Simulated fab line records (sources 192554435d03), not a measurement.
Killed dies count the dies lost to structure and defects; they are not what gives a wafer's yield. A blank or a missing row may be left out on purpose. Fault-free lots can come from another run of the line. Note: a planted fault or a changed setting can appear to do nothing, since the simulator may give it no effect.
fab line records || flow n5_finfet
record {"lots": 5, "wafers": 15, "last_day": 20}
route steps=1938 shown WELL_APT@45
lots with no fault: from the same line, run without faults
start_h: start of the lot's first displayed wafer, in hours after the record's first day || wait_h: how many hours have passed since the lot's step before this one || " as in the row above || L1.1+2: several wafers, shown together as one row || - value missing, or start not given || * or withheld: withheld || < > ~ a bound
route shown NAME@n: a module of which the file shows steps, and the number in the route of the first || usual: the fault-free wafers' mean and standard deviation || same: alike in all rows || chamber/n: place in a boat || sites: the reading at each site || _std_site: standard deviation of those values || _edge_site: outer sites' mean less inner sites' || radius_mm: how far each site lies from the wafer's centre || mask NAME#n: copy n || behind: the last tool/chamber to shape the wafer || hold: why the lot was held/for how many hours/how that ended || device: which transistor (n, p or np) failed to switch || end of line: tests of these same wafers at the route's end || step lacking rows: just its recipe || killed: at the first sort, the dies lost to defects and structure; wafer yield is something else || map: shows each die of a wafer: x if killed, . if not, _ if none is there
set.NAME: the setting the step ran with; set.NAME@STEP: the setting that earlier step ran with || model.NAME: the simulator's own value behind a step, which no gauge read
lots seen at some steps along the route; tables by step, rows by wafer
services: from which hour (start_h, from the record's first day; less than 0 if before it) a tool's chamber was out of use, for how many hours, and why
## steps
# step N5_WELL_APT_INSPECT_27
# recipe {"mode": "adi", "inspect_instrument": "macro"}
# usual {"raw_defect_count": "1.8/1.3"}
{"lot.wafer": "L074.1", "tool": "defect_inspect-02", "chamber": "-", "start_h": 14.96, "wait_h": 0.0, "raw_defect_count": 3}
{"lot.wafer": "L074.2", "tool": "defect_inspect-02", "chamber": "-", "start_h": 14.96, "wait_h": 0.0, "raw_defect_count": 1}
{"lot.wafer": "L074.5", "tool": "defect_inspect-02", "chamber": "-", "start_h": 14.96, "wait_h": 0.0, "raw_defect_count": 1}
{"lot.wafer": "L077.1", "tool": "defect_inspect-02", "chamber": "-", "start_h": 33.60, "wait_h": 0.0, "raw_defect_count": 0}
{"lot.wafer": "L077.2", "tool": "defect_inspect-02", "chamber": "-", "start_h": 33.60, "wait_h": 0.0, "raw_defect_count": 0}
{"lot.wafer": "L077.4", "tool": "defect_inspect-02", "chamber": "-", "start_h": 33.60, "wait_h": 0.0, "raw_defect_count": 2}
{"lot.wafer": "L092.2", "tool": "defect_inspect-01", "chamber": "-", "start_h": 122.99, "wait_h": 0.0, "raw_defect_count": 1}
{"lot.wafer": "L092.3", "tool": "defect_inspect-01", "chamber": "-", "start_h": 122.99, "wait_h": 0.0, "raw_defect_count": 1}
{"lot.wafer": "L092.5", "tool": "defect_inspect-01", "chamber": "-", "start_h": 122.99, "wait_h": 0.0, "raw_defect_count": 1}
{"lot.wafer": "L093.2", "tool": "defect_inspect-02", "chamber": "-", "start_h": 129.13, "wait_h": 0.0, "raw_defect_count": 1}
{"lot.wafer": "L093.3", "tool": "defect_inspect-02", "chamber": "-", "start_h": 129.13, "wait_h": 0.0, "raw_defect_count": 0}
{"lot.wafer": "L093.4", "tool": "defect_inspect-02", "chamber": "-", "start_h": 129.13, "wait_h": 0.0, "raw_defect_count": 1}
{"lot.wafer": "L096.1", "tool": "defect_inspect-02", "chamber": "-", "start_h": 147.05, "wait_h": 0.0, "raw_defect_count": 0}
{"lot.wafer": "L096.5", "tool": "defect_inspect-02", "chamber": "-", "start_h": 147.05, "wait_h": 0.0, "raw_defect_count": 2}
{"lot.wafer": "L096.6", "tool": "defect_inspect-02", "chamber": "-", "start_h": 147.05, "wait_h": 0.0, "raw_defect_count": 1}
# step N5_WELL_APT_DESCUM_30
# recipe {"chemistry": "O2", "time_s": 7.9, "source_power_w": 50, "bias_power_w": 20, "pressure_mtorr": 20, "rf_frequency_hz": 2.712e+07, "temp_c": 40, "o2_flow_sccm": 225}
# usual {"drypump_motor_current_A": "5.6/0.55", "oes_product_au": "0.78/0.09", "rf_vpp_V": "243.2/1.2", "showerhead_plenum_p_Torr": "2.10/0.056", "throttle_valve_pct": "20.19/0.2"}
{"lot.wafer": "L074.1", "tool": "rie_diel-04", "chamber": 2, "start_h": 14.99, "wait_h": 0.0, "drypump_motor_current_A": 4.9, "oes_product_au": 0.79, "rf_hours_counter_h": 87, "rf_vpp_V": 243.1, "showerhead_plenum_p_Torr": 2.10, "throttle_valve_pct": 19.81}
{"lot.wafer": "L074.2", "tool": "rie_diel-04", "chamber": 3, "start_h": 14.99, "wait_h": 0.0, "drypump_motor_current_A": 6.6, "oes_product_au": 0.76, "rf_hours_counter_h": 154, "rf_vpp_V": 245.8, "showerhead_plenum_p_Torr": 2.19, "throttle_valve_pct": 20.21}
{"lot.wafer": "L074.5", "tool": "rie_diel-04", "chamber": 2, "start_h": 14.99, "wait_h": 0.0, "drypump_motor_current_A": 4.9, "oes_product_au": 0.80, "rf_hours_counter_h": "-", "rf_vpp_V": 244.3, "showerhead_plenum_p_Torr": 2.10, "throttle_valve_pct": 19.81}
{"lot.wafer": "L077.1", "tool": "rie_diel-05", "chamber": 3, "start_h": 33.68, "wait_h": 0.1, "drypump_motor_current_A": 5.2, "oes_product_au": 0.66, "rf_hours_counter_h": 232, "rf_vpp_V": 243.5, "showerhead_plenum_p_Torr": 2.06, "throttle_valve_pct": 20.42}
{"lot.wafer": "L077.2", "tool": "rie_diel-05", "chamber": 0, "start_h": 33.68, "wait_h": 0.1, "drypump_motor_current_A": 5.2, "oes_product_au": 0.86, "rf_hours_counter_h": 65, "rf_vpp_V": 243.8, "showerhead_plenum_p_Torr": 2.11, "throttle_valve_pct": 20.16}
{"lot.wafer": "L077.4", "tool": "rie_diel-05", "chamber": 0, "start_h": 33.68, "wait_h": 0.1, "drypump_motor_current_A": 5.3, "oes_product_au": 0.85, "rf_hours_counter_h": "-", "rf_vpp_V": 242.5, "showerhead_plenum_p_Torr": 2.11, "throttle_valve_pct": 20.18}
{"lot.wafer": "L092.2", "tool": "rie_diel-05", "chamber": 3, "start_h": 123.08, "wait_h": 0.1, "drypump_motor_current_A": 5.2, "oes_product_au": 1.01, "rf_hours_counter_h": 1, "rf_vpp_V": 242.2, "showerhead_plenum_p_Torr": 2.05, "throttle_valve_pct": 20.05}
{"lot.wafer": "L092.3", "tool": "rie_diel-05", "chamber": 1, "start_h": 123.08, "wait_h": 0.1, "drypump_motor_current_A": 6.4, "oes_product_au": 0.92, "rf_hours_counter_h": 18, "rf_vpp_V": 242.3, "showerhead_plenum_p_Torr": 2.04, "throttle_valve_pct": 19.92}
{"lot.wafer": "L092.5", "tool": "rie_diel-05", "chamber": 3, "start_h": 123.08, "wait_h": 0.1, "drypump_motor_current_A": 5.2, "oes_product_au": 1.01, "rf_hours_counter_h": "-", "rf_vpp_V": 242.5, "showerhead_plenum_p_Torr": 2.05, "throttle_valve_pct": 20.06}
{"lot.wafer": "L093.2", "tool": "rie_diel-04", "chamber": 1, "start_h": 129.16, "wait_h": 0.0, "drypump_motor_current_A": 6.4, "oes_product_au": 0.91, "rf_hours_counter_h": 18, "rf_vpp_V": 244.2, "showerhead_plenum_p_Torr": 2.11, "throttle_valve_pct": 20.23}
{"lot.wafer": "L093.3", "tool": "rie_diel-04", "chamber": 0, "start_h": 129.16, "wait_h": 0.0, "drypump_motor_current_A": 5.7, "oes_product_au": 0.69, "rf_hours_counter_h": 215, "rf_vpp_V": 242.1, "showerhead_plenum_p_Torr": 2.07, "throttle_valve_pct": 20.24}
{"lot.wafer": "L093.4", "tool": "rie_diel-04", "chamber": 3, "start_h": 129.16, "wait_h": 0.0, "drypump_motor_current_A": 6.6, "oes_product_au": 0.72, "rf_hours_counter_h": 194, "rf_vpp_V": 243.6, "showerhead_plenum_p_Torr": 2.18, "throttle_valve_pct": 20.28}
{"lot.wafer": "L096.1", "tool": "rie_diel-01", "chamber": 3, "start_h": 147.09, "wait_h": 0.0, "drypump_motor_current_A": 5.6, "oes_product_au": 0.87, "rf_hours_counter_h": 49, "rf_vpp_V": 243.5, "showerhead_plenum_p_Torr": 2.04, "throttle_valve_pct": 20.01}
{"lot.wafer": "L096.5", "tool": "rie_diel-01", "chamber": 1, "start_h": 147.09, "wait_h": 0.0, "drypump_motor_current_A": 5.1, "oes_product_au": 0.74, "rf_hours_counter_h": "-", "rf_vpp_V": 244.5, "showerhead_plenum_p_Torr": 2.19, "throttle_valve_pct": 20.39}
{"lot.wafer": "L096.6", "tool": "rie_diel-01", "chamber": 0, "start_h": 147.09, "wait_h": 0.0, "drypump_motor_current_A": 5.5, "oes_product_au": 0.73, "rf_hours_counter_h": "-", "rf_vpp_V": 242.9, "showerhead_plenum_p_Torr": 2.09, "throttle_valve_pct": 20.52}
# step N5_WELL_APT_IMPLANT_31
# recipe {"species": "B", "energy_kev": 60, "dose_cm2": 1.5e+13, "tilt_deg": 0, "rotation_deg": 0}
# usual {"dose_ions_cm2": "1.4998e+13/1.5e+10"}
{"lot.wafer": "L074.1", "tool": "implanter-01", "chamber": 0, "start_h": 15.09, "wait_h": 0.1, "dose_ions_cm2": 1.4997e+13}
{"lot.wafer": "L074.2", "tool": "implanter-01", "chamber": 0, "start_h": 15.09, "wait_h": 0.1, "dose_ions_cm2": 1.4963e+13}
{"lot.wafer": "L074.5", "tool": "implanter-01", "chamber": 0, "start_h": 15.09, "wait_h": 0.1, "dose_ions_cm2": 1.4997e+13}
{"lot.wafer": "L077.1", "tool": "implanter-02", "chamber": 0, "start_h": 33.81, "wait_h": 0.1, "dose_ions_cm2": 1.4979e+13}
{"lot.wafer": "L077.2", "tool": "implanter-02", "chamber": 0, "start_h": 33.81, "wait_h": 0.1, "dose_ions_cm2": 1.4966e+13}
{"lot.wafer": "L077.4", "tool": "implanter-02", "chamber": 0, "start_h": 33.81, "wait_h": 0.1, "dose_ions_cm2": 1.4979e+13}
{"lot.wafer": "L092.2", "tool": "implanter-01", "chamber": 0, "start_h": 123.21, "wait_h": 0.1, "dose_ions_cm2": 1.5016e+13}
{"lot.wafer": "L092.3", "tool": "implanter-01", "chamber": 0, "start_h": 123.21, "wait_h": 0.1, "dose_ions_cm2": 1.4992e+13}
{"lot.wafer": "L092.5", "tool": "implanter-01", "chamber": 0, "start_h": 123.21, "wait_h": 0.1, "dose_ions_cm2": 1.5019e+13}
{"lot.wafer": "L093.2", "tool": "implanter-02", "chamber": 0, "start_h": 129.29, "wait_h": 0.1, "dose_ions_cm2": 1.5008e+13}
{"lot.wafer": "L093.3", "tool": "implanter-02", "chamber": 0, "start_h": 129.29, "wait_h": 0.1, "dose_ions_cm2": 1.5e+13}
{"lot.wafer": "L093.4", "tool": "implanter-02", "chamber": 0, "start_h": 129.29, "wait_h": 0.1, "dose_ions_cm2": 1.4986e+13}
{"lot.wafer": "L096.1", "tool": "implanter-02", "chamber": 0, "start_h": 147.19, "wait_h": 0.1, "dose_ions_cm2": 1.5005e+13}
{"lot.wafer": "L096.5", "tool": "implanter-02", "chamber": 0, "start_h": 147.19, "wait_h": 0.1, "dose_ions_cm2": 1.5006e+13}
{"lot.wafer": "L096.6", "tool": "implanter-02", "chamber": 0, "start_h": 147.19, "wait_h": 0.1, "dose_ions_cm2": 1.5004e+13}
# step N5_WELL_APT_IMPLANT_32
# recipe {"species": "BF2", "energy_kev": 50, "dose_cm2": 2e+13, "tilt_deg": 0, "rotation_deg": 0}
# usual {"dose_ions_cm2": "1.9997e+13/2.1e+10"}
{"lot.wafer": "L074.1", "tool": "implanter-01", "chamber": 0, "start_h": 15.27, "wait_h": 0.1, "dose_ions_cm2": 2.0002e+13}
{"lot.wafer": "L074.2", "tool": "implanter-01", "chamber": 0, "start_h": 15.27, "wait_h": 0.1, "dose_ions_cm2": 2.003e+13}
{"lot.wafer": "L074.5", "tool": "implanter-01", "chamber": 0, "start_h": 15.27, "wait_h": 0.1, "dose_ions_cm2": 2.0014e+13}
{"lot.wafer": "L077.1", "tool": "implanter-02", "chamber": 0, "start_h": 33.99, "wait_h": 0.1, "dose_ions_cm2": 1.9989e+13}
{"lot.wafer": "L077.2", "tool": "implanter-02", "chamber": 0, "start_h": 33.99, "wait_h": 0.1, "dose_ions_cm2": 2.0002e+13}
{"lot.wafer": "L077.4", "tool": "implanter-02", "chamber": 0, "start_h": 33.99, "wait_h": 0.1, "dose_ions_cm2": 2.0015e+13}
{"lot.wafer": "L092.2", "tool": "implanter-01", "chamber": 0, "start_h": 123.39, "wait_h": 0.1, "dose_ions_cm2": 1.9991e+13}
{"lot.wafer": "L092.3", "tool": "implanter-01", "chamber": 0, "start_h": 123.39, "wait_h": 0.1, "dose_ions_cm2": 1.9995e+13}
{"lot.wafer": "L092.5", "tool": "implanter-01", "chamber": 0, "start_h": 123.39, "wait_h": 0.1, "dose_ions_cm2": 2.0021e+13}
{"lot.wafer": "L093.2", "tool": "implanter-02", "chamber": 0, "start_h": 129.47, "wait_h": 0.1, "dose_ions_cm2": 1.9998e+13}
{"lot.wafer": "L093.3", "tool": "implanter-02", "chamber": 0, "start_h": 129.47, "wait_h": 0.1, "dose_ions_cm2": 1.9966e+13}
{"lot.wafer": "L093.4", "tool": "implanter-02", "chamber": 0, "start_h": 129.47, "wait_h": 0.1, "dose_ions_cm2": 2.0018e+13}
{"lot.wafer": "L096.1", "tool": "implanter-02", "chamber": 0, "start_h": 147.37, "wait_h": 0.1, "dose_ions_cm2": 2.0001e+13}
{"lot.wafer": "L096.5", "tool": "implanter-02", "chamber": 0, "start_h": 147.37, "wait_h": 0.1, "dose_ions_cm2": 1.9991e+13}
{"lot.wafer": "L096.6", "tool": "implanter-02", "chamber": 0, "start_h": 147.37, "wait_h": 0.1, "dose_ions_cm2": 2.002e+13}
# step N5_WELL_APT_STRIP_33
# recipe {"chemistry": "SPM", "time_s": 900, "temp_c": 130, "h2so4_h2o2_vol_ratio": 4, "dry": "ipa_marangoni"}
# usual {"bath_heat_duty_pct": "15.0/1.7"}
{"lot.wafer": "L074.1", "tool": "wet_bench-02", "chamber": 0, "start_h": 15.48, "wait_h": 0.2, "bath_heat_duty_pct": 15.5}
{"lot.wafer": "L074.2", "tool": "wet_bench-02", "chamber": 7, "start_h": 15.48, "wait_h": 0.2, "bath_heat_duty_pct": 18.3}
{"lot.wafer": "L074.5", "tool": "wet_bench-02", "chamber": 3, "start_h": 15.48, "wait_h": 0.2, "bath_heat_duty_pct": 15.0}
{"lot.wafer": "L077.1", "tool": "wet_bench-06", "chamber": 6, "start_h": 34.20, "wait_h": 0.2, "bath_heat_duty_pct": 17.4}
{"lot.wafer": "L077.2", "tool": "wet_bench-06", "chamber": 4, "start_h": 34.20, "wait_h": 0.2, "bath_heat_duty_pct": 11.3}
{"lot.wafer": "L077.4", "tool": "wet_bench-06", "chamber": 7, "start_h": 34.20, "wait_h": 0.2, "bath_heat_duty_pct": 14.3}
{"lot.wafer": "L092.2", "tool": "wet_bench-06", "chamber": 3, "start_h": 123.57, "wait_h": 0.1, "bath_heat_duty_pct": 18.3}
{"lot.wafer": "L092.3", "tool": "wet_bench-06", "chamber": 4, "start_h": 123.57, "wait_h": 0.1, "bath_heat_duty_pct": 11.4}
{"lot.wafer": "L092.5", "tool": "wet_bench-06", "chamber": 2, "start_h": 123.57, "wait_h": 0.1, "bath_heat_duty_pct": 14.5}
{"lot.wafer": "L093.2", "tool": "wet_bench-02", "chamber": 7, "start_h": 129.65, "wait_h": 0.1, "bath_heat_duty_pct": 17.8}
{"lot.wafer": "L093.3", "tool": "wet_bench-02", "chamber": 5, "start_h": 129.65, "wait_h": 0.1, "bath_heat_duty_pct": 14.8}
{"lot.wafer": "L093.4", "tool": "wet_bench-02", "chamber": 0, "start_h": 129.65, "wait_h": 0.1, "bath_heat_duty_pct": 14.0}
{"lot.wafer": "L096.1", "tool": "wet_bench-05", "chamber": 5, "start_h": 147.57, "wait_h": 0.2, "bath_heat_duty_pct": 15.6}
{"lot.wafer": "L096.5", "tool": "wet_bench-05", "chamber": 6, "start_h": 147.57, "wait_h": 0.2, "bath_heat_duty_pct": 15.0}
{"lot.wafer": "L096.6", "tool": "wet_bench-05", "chamber": 2, "start_h": 147.57, "wait_h": 0.2, "bath_heat_duty_pct": 13.5}
# step N5_WELL_APT_RTA_34
# recipe {"temp_c": 1000, "time_s": 10, "ambient": "N2", "idle_temp_c": 600, "ramp_up_c_per_s": 150, "ramp_down_c_per_s": 60, "cool_to_c": 600}
# usual {"lamp_power_pct": "13.00/0.052", "lamp_zone_6_pct": "12.922/0.023", "wafer_temp_C_max": "1003.6/1.2"}
{"lot.wafer": "L074.1", "tool": "rtp_anneal-01", "chamber": 0, "start_h": 15.75, "wait_h": 0.0, "lamp_power_pct": 12.89, "lamp_zone_6_pct": 12.980, "wafer_temp_C_max": 1004.8}
{"lot.wafer": "L074.2", "tool": "rtp_anneal-01", "chamber": 0, "start_h": 15.75, "wait_h": 0.0, "lamp_power_pct": 12.97, "lamp_zone_6_pct": 12.930, "wafer_temp_C_max": 1003.4}
{"lot.wafer": "L074.5", "tool": "rtp_anneal-01", "chamber": 0, "start_h": 15.75, "wait_h": 0.0, "lamp_power_pct": 13.06, "lamp_zone_6_pct": 12.902, "wafer_temp_C_max": 1002.7}
{"lot.wafer": "L077.1", "tool": "rtp_anneal-01", "chamber": 0, "start_h": 34.58, "wait_h": 0.1, "lamp_power_pct": 13.02, "lamp_zone_6_pct": 12.966, "wafer_temp_C_max": 1003.7}
{"lot.wafer": "L077.2", "tool": "rtp_anneal-01", "chamber": 0, "start_h": 34.58, "wait_h": 0.1, "lamp_power_pct": 13.01, "lamp_zone_6_pct": 12.896, "wafer_temp_C_max": 1002.8}
{"lot.wafer": "L077.4", "tool": "rtp_anneal-01", "chamber": 0, "start_h": 34.58, "wait_h": 0.1, "lamp_power_pct": 13.00, "lamp_zone_6_pct": 12.903, "wafer_temp_C_max": 1003.7}
{"lot.wafer": "L092.2", "tool": "rtp_anneal-02", "chamber": 0, "start_h": 123.86, "wait_h": 0.0, "lamp_power_pct": 13.02, "lamp_zone_6_pct": 12.899, "wafer_temp_C_max": 1002.9}
{"lot.wafer": "L092.3", "tool": "rtp_anneal-02", "chamber": 0, "start_h": 123.86, "wait_h": 0.0, "lamp_power_pct": 13.00, "lamp_zone_6_pct": 12.944, "wafer_temp_C_max": 1003.2}
{"lot.wafer": "L092.5", "tool": "rtp_anneal-02", "chamber": 0, "start_h": 123.86, "wait_h": 0.0, "lamp_power_pct": 13.04, "lamp_zone_6_pct": 12.966, "wafer_temp_C_max": 1003.6}
{"lot.wafer": "L093.2", "tool": "rtp_anneal-02", "chamber": 0, "start_h": 129.94, "wait_h": 0.0, "lamp_power_pct": 12.97, "lamp_zone_6_pct": 12.900, "wafer_temp_C_max": 1004.3}
{"lot.wafer": "L093.3", "tool": "rtp_anneal-02", "chamber": 0, "start_h": 129.94, "wait_h": 0.0, "lamp_power_pct": 12.99, "lamp_zone_6_pct": 12.897, "wafer_temp_C_max": 1002.6}
{"lot.wafer": "L093.4", "tool": "rtp_anneal-02", "chamber": 0, "start_h": 129.94, "wait_h": 0.0, "lamp_power_pct": 12.99, "lamp_zone_6_pct": 12.953, "wafer_temp_C_max": 1002.9}
{"lot.wafer": "L096.1", "tool": "rtp_anneal-02", "chamber": 0, "start_h": 147.87, "wait_h": 0.0, "lamp_power_pct": 12.94, "lamp_zone_6_pct": 12.923, "wafer_temp_C_max": 1004.8}
{"lot.wafer": "L096.5", "tool": "rtp_anneal-02", "chamber": 0, "start_h": 147.87, "wait_h": 0.0, "lamp_power_pct": 13.02, "lamp_zone_6_pct": 12.892, "wafer_temp_C_max": 1003.0}
{"lot.wafer": "L096.6", "tool": "rtp_anneal-02", "chamber": 0, "start_h": 147.87, "wait_h": 0.0, "lamp_power_pct": 13.01, "lamp_zone_6_pct": 12.943, "wafer_temp_C_max": 1003.5}
# step N5_WELL_APT_OXIDE_STRIP_42
# recipe {"chemistry": "dHF", "dilution": "25:1", "time_s": 45, "temp_c": 25, "target": "SiO2", "target_depth_a": 120}
# usual {"bath_heat_duty_pct": "6.3/0.82"}
{"lot.wafer": "L074.1", "tool": "wet_bench-02", "chamber": 4, "start_h": 15.90, "wait_h": 0.1, "bath_heat_duty_pct": 7.0}
{"lot.wafer": "L074.2", "tool": "wet_bench-02", "chamber": 3, "start_h": 15.90, "wait_h": 0.1, "bath_heat_duty_pct": 6.6}
{"lot.wafer": "L074.5", "tool": "wet_bench-02", "chamber": 0, "start_h": 15.90, "wait_h": 0.1, "bath_heat_duty_pct": 6.7}
{"lot.wafer": "L077.1", "tool": "wet_bench-05", "chamber": 5, "start_h": 34.72, "wait_h": 0.1, "bath_heat_duty_pct": 7.2}
{"lot.wafer": "L077.2", "tool": "wet_bench-05", "chamber": 4, "start_h": 34.72, "wait_h": 0.1, "bath_heat_duty_pct": 6.3}
{"lot.wafer": "L077.4", "tool": "wet_bench-05", "chamber": 7, "start_h": 34.72, "wait_h": 0.1, "bath_heat_duty_pct": 5.5}
{"lot.wafer": "L092.2", "tool": "wet_bench-06", "chamber": 5, "start_h": 123.99, "wait_h": 0.1, "bath_heat_duty_pct": 5.1}
{"lot.wafer": "L092.3", "tool": "wet_bench-06", "chamber": 7, "start_h": 123.99, "wait_h": 0.1, "bath_heat_duty_pct": 5.2}
{"lot.wafer": "L092.5", "tool": "wet_bench-06", "chamber": 6, "start_h": 123.99, "wait_h": 0.1, "bath_heat_duty_pct": 6.4}
{"lot.wafer": "L093.2", "tool": "wet_bench-05", "chamber": 3, "start_h": 130.07, "wait_h": 0.1, "bath_heat_duty_pct": 5.7}
{"lot.wafer": "L093.3", "tool": "wet_bench-05", "chamber": 7, "start_h": 130.07, "wait_h": 0.1, "bath_heat_duty_pct": 6.3}
{"lot.wafer": "L093.4", "tool": "wet_bench-05", "chamber": 1, "start_h": 130.07, "wait_h": 0.1, "bath_heat_duty_pct": 5.0}
{"lot.wafer": "L096.1", "tool": "wet_bench-02", "chamber": 4, "start_h": 148.02, "wait_h": 0.1, "bath_heat_duty_pct": 7.8}
{"lot.wafer": "L096.5", "tool": "wet_bench-02", "chamber": 0, "start_h": 148.02, "wait_h": 0.1, "bath_heat_duty_pct": 6.6}
{"lot.wafer": "L096.6", "tool": "wet_bench-02", "chamber": 5, "start_h": 148.02, "wait_h": 0.1, "bath_heat_duty_pct": 6.6}
# step N5_WELL_APT_PRECLEAN_36
# recipe {"chemistry": "O3/DIW", "time_s": 45, "temp_c": 22, "o3_ppm": 10}
# usual {"bath_heat_duty_pct": "2.4/0.45"}
{"lot.wafer": "L074.1", "tool": "wet_bench-02", "chamber": 4, "start_h": 15.91, "wait_h": 0.0, "bath_heat_duty_pct": 3.2}
{"lot.wafer": "L074.2", "tool": "wet_bench-02", "chamber": 3, "start_h": 15.91, "wait_h": 0.0, "bath_heat_duty_pct": 2.3}
{"lot.wafer": "L074.5", "tool": "wet_bench-02", "chamber": 0, "start_h": 15.91, "wait_h": 0.0, "bath_heat_duty_pct": 2.5}
{"lot.wafer": "L077.1", "tool": "wet_bench-05", "chamber": 5, "start_h": 34.74, "wait_h": 0.0, "bath_heat_duty_pct": 2.3}
{"lot.wafer": "L077.2", "tool": "wet_bench-05", "chamber": 4, "start_h": 34.74, "wait_h": 0.0, "bath_heat_duty_pct": 2.7}
{"lot.wafer": "L077.4", "tool": "wet_bench-05", "chamber": 7, "start_h": 34.74, "wait_h": 0.0, "bath_heat_duty_pct": 2.4}
{"lot.wafer": "L092.2", "tool": "wet_bench-06", "chamber": 5, "start_h": 124.00, "wait_h": 0.0, "bath_heat_duty_pct": 1.7}
{"lot.wafer": "L092.3", "tool": "wet_bench-06", "chamber": 7, "start_h": 124.00, "wait_h": 0.0, "bath_heat_duty_pct": 1.6}
{"lot.wafer": "L092.5", "tool": "wet_bench-06", "chamber": 6, "start_h": 124.00, "wait_h": 0.0, "bath_heat_duty_pct": 2.7}
{"lot.wafer": "L093.2", "tool": "wet_bench-05", "chamber": 3, "start_h": 130.08, "wait_h": 0.0, "bath_heat_duty_pct": 2.0}
{"lot.wafer": "L093.3", "tool": "wet_bench-05", "chamber": 7, "start_h": 130.08, "wait_h": 0.0, "bath_heat_duty_pct": 2.1}
{"lot.wafer": "L093.4", "tool": "wet_bench-05", "chamber": 1, "start_h": 130.08, "wait_h": 0.0, "bath_heat_duty_pct": 2.0}
{"lot.wafer": "L096.1", "tool": "wet_bench-02", "chamber": 4, "start_h": 148.03, "wait_h": 0.0, "bath_heat_duty_pct": 3.0}
{"lot.wafer": "L096.5", "tool": "wet_bench-02", "chamber": 0, "start_h": 148.03, "wait_h": 0.0, "bath_heat_duty_pct": 2.9}
{"lot.wafer": "L096.6", "tool": "wet_bench-02", "chamber": 5, "start_h": 148.03, "wait_h": 0.0, "bath_heat_duty_pct": 3.2}
# step N5_WELL_APT_PRECLEAN_39
# recipe {"chemistry": "dHF", "time_s": 60, "dilution": "150:1", "temp_c": 25}
# usual {"bath_heat_duty_pct": "6.4/0.76"}
{"lot.wafer": "L074.1", "tool": "wet_bench-02", "chamber": 4, "start_h": 15.92, "wait_h": 0.0, "bath_heat_duty_pct": 7.0}
{"lot.wafer": "L074.2", "tool": "wet_bench-02", "chamber": 3, "start_h": 15.92, "wait_h": 0.0, "bath_heat_duty_pct": 6.3}
{"lot.wafer": "L074.5", "tool": "wet_bench-02", "chamber": 0, "start_h": 15.92, "wait_h": 0.0, "bath_heat_duty_pct": 6.8}
{"lot.wafer": "L077.1", "tool": "wet_bench-05", "chamber": 5, "start_h": 34.75, "wait_h": 0.0, "bath_heat_duty_pct": 7.1}
{"lot.wafer": "L077.2", "tool": "wet_bench-05", "chamber": 4, "start_h": 34.75, "wait_h": 0.0, "bath_heat_duty_pct": 7.5}
{"lot.wafer": "L077.4", "tool": "wet_bench-05", "chamber": 7, "start_h": 34.75, "wait_h": 0.0, "bath_heat_duty_pct": 5.2}
{"lot.wafer": "L092.2", "tool": "wet_bench-06", "chamber": 5, "start_h": 124.02, "wait_h": 0.0, "bath_heat_duty_pct": 5.3}
{"lot.wafer": "L092.3", "tool": "wet_bench-06", "chamber": 7, "start_h": 124.02, "wait_h": 0.0, "bath_heat_duty_pct": 6.3}
{"lot.wafer": "L092.5", "tool": "wet_bench-06", "chamber": 6, "start_h": 124.02, "wait_h": 0.0, "bath_heat_duty_pct": 7.7}
{"lot.wafer": "L093.2", "tool": "wet_bench-05", "chamber": 3, "start_h": 130.09, "wait_h": 0.0, "bath_heat_duty_pct": 6.7}
{"lot.wafer": "L093.3", "tool": "wet_bench-05", "chamber": 7, "start_h": 130.09, "wait_h": 0.0, "bath_heat_duty_pct": 6.2}
{"lot.wafer": "L093.4", "tool": "wet_bench-05", "chamber": 1, "start_h": 130.09, "wait_h": 0.0, "bath_heat_duty_pct": 5.9}
{"lot.wafer": "L096.1", "tool": "wet_bench-02", "chamber": 4, "start_h": 148.04, "wait_h": 0.0, "bath_heat_duty_pct": 7.5}
{"lot.wafer": "L096.5", "tool": "wet_bench-02", "chamber": 0, "start_h": 148.04, "wait_h": 0.0, "bath_heat_duty_pct": 6.1}
{"lot.wafer": "L096.6", "tool": "wet_bench-02", "chamber": 5, "start_h": 148.04, "wait_h": 0.0, "bath_heat_duty_pct": 6.2}
## services
{"tool": "rie_diel-04", "chamber": "-", "start_h": -2.11, "hours": 13.1, "kind": "repair"}
{"tool": "rie_diel-05", "chamber": 1, "start_h": 2.78, "hours": "-", "kind": "clean"}
{"tool": "rie_diel-05", "chamber": 1, "start_h": 2.78, "hours": "-", "kind": "consumable_replace:focus_ring"}
{"tool": "rie_diel-05", "chamber": 1, "start_h": 2.78, "hours": 27.2, "kind": "scheduled_down"}
{"tool": "rie_diel-05", "chamber": 1, "start_h": 2.78, "hours": 27.2, "kind": "vent_cycle"}
{"tool": "implanter-02", "chamber": "-", "start_h": 15.00, "hours": 3.4, "kind": "repair"}
{"tool": "rie_diel-05", "chamber": 2, "start_h": 27.33, "hours": 21.1, "kind": "repair"}
{"tool": "rie_diel-05", "chamber": 1, "start_h": 30.14, "hours": 9.1, "kind": "repair"}
{"tool": "rie_diel-04", "chamber": 1, "start_h": 39.67, "hours": "-", "kind": "clean"}
{"tool": "rie_diel-04", "chamber": 1, "start_h": 39.67, "hours": "-", "kind": "consumable_replace:focus_ring"}
{"tool": "rie_diel-04", "chamber": 1, "start_h": 39.67, "hours": 17.4, "kind": "scheduled_down"}
{"tool": "rie_diel-04", "chamber": 1, "start_h": 39.67, "hours": 17.4, "kind": "vent_cycle"}
{"tool": "implanter-02", "chamber": "-", "start_h": 42.55, "hours": 5.1, "kind": "repair"}
{"tool": "rie_diel-05", "chamber": "-", "start_h": 48.53, "hours": 14.6, "kind": "pm"}
{"tool": "implanter-02", "chamber": "-", "start_h": 68.32, "hours": 0.5, "kind": "repair"}
{"tool": "implanter-02", "chamber": "-", "start_h": 69.55, "hours": 2.7, "kind": "pm"}
{"tool": "rie_diel-05", "chamber": 3, "start_h": 105.73, "hours": "-", "kind": "clean"}
{"tool": "rie_diel-05", "chamber": 3, "start_h": 105.73, "hours": "-", "kind": "consumable_replace:focus_ring"}
{"tool": "rie_diel-01", "chamber": 1, "start_h": 110.94, "hours": 3.2, "kind": "repair"}
{"tool": "rie_diel-01", "chamber": "-", "start_h": 123.84, "hours": 1.0, "kind": "repair"}
{"tool": "rie_diel-04", "chamber": 0, "start_h": 130.04, "hours": 8.7, "kind": "repair"}
{"tool": "implanter-01", "chamber": "-", "start_h": 136.26, "hours": 7.4, "kind": "repair"}
{"tool": "wet_bench-06", "chamber": "-", "start_h": 141.04, "hours": 3.0, "kind": "repair"}
{"tool": "rie_diel-01", "chamber": "-", "start_h": 147.93, "hours": 0.5, "kind": "repair"}
## key
fault none
